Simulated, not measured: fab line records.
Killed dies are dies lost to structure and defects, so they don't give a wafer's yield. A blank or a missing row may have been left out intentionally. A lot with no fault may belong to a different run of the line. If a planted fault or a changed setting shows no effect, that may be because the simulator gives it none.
Commonality check across tools | flow nand_harc | 11 lots, 33 wafers sampled

== WHY THIS WAS OPENED ==
At NHARC_P_GATE_INSPECT_28 the reading raw_defect_count is flagged on 2 of 11 lots. Fault-free wafers read 6.2, with a standard deviation of 2.8.
Rule: a lot is flagged in two cases, either no wafer of it has a number, or all its wafers with numbers fall more than 4 standard deviations from that mean. As for the other lots, they are considered sound.

lot  | measured     | on                | raw_defect_count, wafer by wafer | flag
L262 | day 4 21:15  | defect_inspect-02 | 3 5 6                            |
L263 | day 5 15:26  | defect_inspect-02 | 6 3 7                            |
L266 | day 6 16:25  | defect_inspect-01 | 3 2 8                            |
L267 | day 6 20:58  | defect_inspect-01 | 8 8 6                            |
L268 | day 7 07:49  | defect_inspect-01 | 1153 1199 1206                   | FLAGGED
L269 | day 8 02:29  | defect_inspect-01 | 7 2 10                           |
L271 | day 8 18:40  | defect_inspect-02 | 1212 1196 1188                   | FLAGGED
L279 | day 12 08:52 | defect_inspect-01 | 4 6 4                            |
L280 | day 12 13:26 | defect_inspect-01 | 6 7 3                            |
L281 | day 13 02:47 | defect_inspect-01 | 7 5 8                            |
L282 | day 13 07:47 | defect_inspect-01 | 5 9 3                            |
On average the flagged lots read 1192.3, which is +1186.1 against the usual, or +99 or more standard deviations.

== WHICH TOOL EACH LOT WENT THROUGH ==
Before the reading, the record contains 2 process steps out of a 1302-step route. Read each cell as the tool, then ch plus the chambers that the sampled wafers visited, then the start.
lot  | flag    | NHARC_P_GATE_DESCUM_13             | NHARC_P_GATE_HM_DEP_102
L262 |         | rie_diel-05 ch 1,2,3, day 4 07:01  | acl_dep-03 ch 0, day 4 19:53
L263 |         | rie_diel-10 ch 1,3, day 5 01:11    | acl_dep-01 ch 0, day 5 13:56
L266 |         | rie_diel-10 ch 0,1,2, day 6 02:37  | acl_dep-01 ch 0, day 6 15:04
L267 |         | rie_diel-05 ch 0,1,3, day 6 07:20  | acl_dep-02 ch 0, day 6 19:37
L268 | FLAGGED | rie_diel-05 ch 0,1,2, day 6 17:24  | acl_dep-01 ch 0, day 7 06:28
L269 |         | rie_diel-08 ch 0,1,3, day 7 11:26  | acl_dep-03 ch 0, day 8 01:28
L271 | FLAGGED | rie_diel-08 ch 1,2, day 8 04:53    | acl_dep-01 ch 0, day 8 17:19
L279 |         | rie_diel-08 ch 0,3, day 11 11:32   | acl_dep-01 ch 0, day 12 07:29
L280 |         | rie_diel-10 ch 0,2,3, day 11 19:42 | acl_dep-01 ch 0, day 12 11:52
L281 |         | rie_diel-05 ch 0,3, day 12 09:16   | acl_dep-01 ch 0, day 13 01:34
L282 |         | rie_diel-08 ch 1,2,3, day 12 17:37 | acl_dep-01 ch 0, day 13 06:19
What these steps do:
- NHARC_P_GATE_DESCUM_13: chemistry O2, time 3 s.
- NHARC_P_GATE_HM_DEP_102: deposits aC, target thk 120 nm.
- NHARC_P_GATE_INSPECT_28

== FLAGGED AGAINST TOTAL, ONE TOOL AT A TIME (gauges that did the reading follow at the end) ==
step                    | tool              | lots run | flagged | share of the flagged lots | sound lots run after its first flagged lot
NHARC_P_GATE_DESCUM_13  | rie_diel-05       | 4        | 1       | some                      | 1 (L281)
NHARC_P_GATE_DESCUM_13  | rie_diel-08       | 4        | 1       | some                      | 2 (L279,L282)
NHARC_P_GATE_DESCUM_13  | rie_diel-10       | 3        | 0       | none                      | -
NHARC_P_GATE_HM_DEP_102 | acl_dep-01        | 8        | 2       | all                       | 4 (L279,L280,L281,L282)
NHARC_P_GATE_HM_DEP_102 | acl_dep-02        | 1        | 0       | none                      | -
NHARC_P_GATE_HM_DEP_102 | acl_dep-03        | 2        | 0       | none                      | -
NHARC_P_GATE_INSPECT_28 | defect_inspect-01 | 8        | 1       | some                      | 5 (L269,L279,L280,L281,L282)
NHARC_P_GATE_INSPECT_28 | defect_inspect-02 | 3        | 1       | some                      | 0

== WHAT THE TABLE ALLOWS ==
Rows of the table that ran each flagged lot: 1, that is acl_dep-01 at NHARC_P_GATE_HM_DEP_102.
- acl_dep-01 at NHARC_P_GATE_HM_DEP_102: 2 of its 8 lots flagged. Sound lots ran on it after the first flagged one (L279, L280, L281, L282), which a lasting fault on the whole tool wouldn't allow.
None of the table's rows ran every flagged lot and, after the first, no sound lot.

== WHAT WAS PUT IN BY THE SIMULATOR ==
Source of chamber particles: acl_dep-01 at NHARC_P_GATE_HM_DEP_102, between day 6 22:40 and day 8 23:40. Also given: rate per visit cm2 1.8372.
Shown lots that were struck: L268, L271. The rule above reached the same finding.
